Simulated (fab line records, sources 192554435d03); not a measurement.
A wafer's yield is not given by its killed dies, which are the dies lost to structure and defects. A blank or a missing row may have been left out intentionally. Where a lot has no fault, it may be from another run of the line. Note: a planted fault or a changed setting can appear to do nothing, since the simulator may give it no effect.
Chamber matching | flow n5Finfet | rieDiel-06 running N5_BEOL_M0_ETCH_138: 4 sister chambers
The step etches SiCN in CH3F/O2, target depth 12 nm, time 31.6 s. 22 wafers are shown with their chamber, then 11 later ones without.

== EACH WAFER AND ITS CHAMBER ==
wafer  | chamber | drypumpMotorCurrentA (A) | showerheadPlenumPTorr (Torr) | throttleValvePct (%)
L075.2 | 3       | 5.9                      | 2.01                         | 16.25
L075.3 | 2       | 5.0                      | 2.08                         | 16.17
L075.4 | 0       | 5.9                      | 1.99                         | 16.48
L078.1 | 0       | 5.9                      | 1.98                         | 16.49
L078.3 | 1       | 5.7                      | 2.03                         | 16.28
L078.5 | 2       | 5.1                      | 2.08                         | 16.20
L079.3 | 0       | 6.0                      | 1.98                         | 16.49
L079.5 | 3       | 5.9                      | 2.01                         | 16.27
L079.6 | 2       | 5.1                      | 2.08                         | 16.20
L082.1 | 0       | 6.0                      | 1.98                         | 16.50
L082.3 | 1       | 5.7                      | 2.02                         | 16.32
L082.4 | 3       | 5.9                      | 2.00                         | 16.31
L085.2 | 3       | 5.9                      | 2.00                         | 16.30
L085.3 | 0       | 6.0                      | 1.98                         | 16.54
L085.6 | 3       | 5.9                      | 2.00                         | 16.30
L087.2 | 1       | 5.7                      | 2.02                         | 16.33
L087.3 | 3       | 5.9                      | 2.00                         | 16.28
L087.5 | 1       | 5.7                      | 2.02                         | 16.32
L089.1 | 1       | 5.7                      | 2.02                         | 16.34
L089.2 | 0       | 6.0                      | 1.97                         | 16.54
L089.3 | 3       | 5.9                      | 2.00                         | 16.31
L089.4 | 2       | 5.1                      | 2.07                         | 16.25

SIGNATURES, as means of the wafers listed above
reading               | chamber 0 | chamber 1 | chamber 2 | chamber 3 | scatter within a chamber
drypumpMotorCurrentA  | 5.967     | 5.700     | 5.075     | 5.900     | 0.034
showerheadPlenumPTorr | 1.9800    | 2.0220    | 2.0775    | 2.0029    | 0.00526
throttleValvePct      | 16.5067   | 16.3180   | 16.2050   | 16.2886   | 0.0258
Rule: for each reading, subtract the chamber's mean from the wafer's reading, divide by that reading's scatter and square the result; add these up over the readings and take the root, which gives the wafer's distance from the chamber. The wafer belongs to the nearest chamber; if the next one is less than 2 further off, it can't be placed. The scatter is the square root of a quotient: the sum, over the shown wafers, of each reading's squared deviation from its chamber's mean, divided by wafers minus chambers.

== WAFERS WHOSE CHAMBER IS MISSING ==
wafer  | drypumpMotorCurrentA (A) | showerheadPlenumPTorr (Torr) | throttleValvePct (%)
L089.5 | 6.0                      | 1.97                         | 16.55
L089.6 | 5.9                      | 2.00                         | 16.30
L091.1 | 5.9                      | 2.00                         | 16.34
L091.4 | 5.9                      | 1.97                         | 16.56
L091.6 | 5.7                      | 2.02                         | 16.36
L096.1 | 5.7                      | 2.01                         | 16.39
L096.2 | 5.9                      | 1.99                         | 16.35
L096.3 | 5.1                      | 2.07                         | 16.27
L096.4 | 6.0                      | 1.97                         | 16.56
L096.5 | 5.1                      | 2.07                         | 16.26
L096.6 | 5.9                      | 1.99                         | 16.35

== WHICH CHAMBER EACH ONE RAN IN ==
wafer  | from the rows above | in truth
L089.5 | 0                   | 0
L089.6 | 3                   | 3
L091.1 | 3                   | 3
L091.4 | 0                   | 0
L091.6 | 1                   | 1
L096.1 | 1                   | 1
L096.2 | 3                   | 3
L096.3 | 2                   | 2
L096.4 | 0                   | 0
L096.5 | 2                   | 2
L096.6 | 3                   | 3
11 of 11 placed correctly. Left unplaced by these rows: 0. Number placed wrongly: 0.
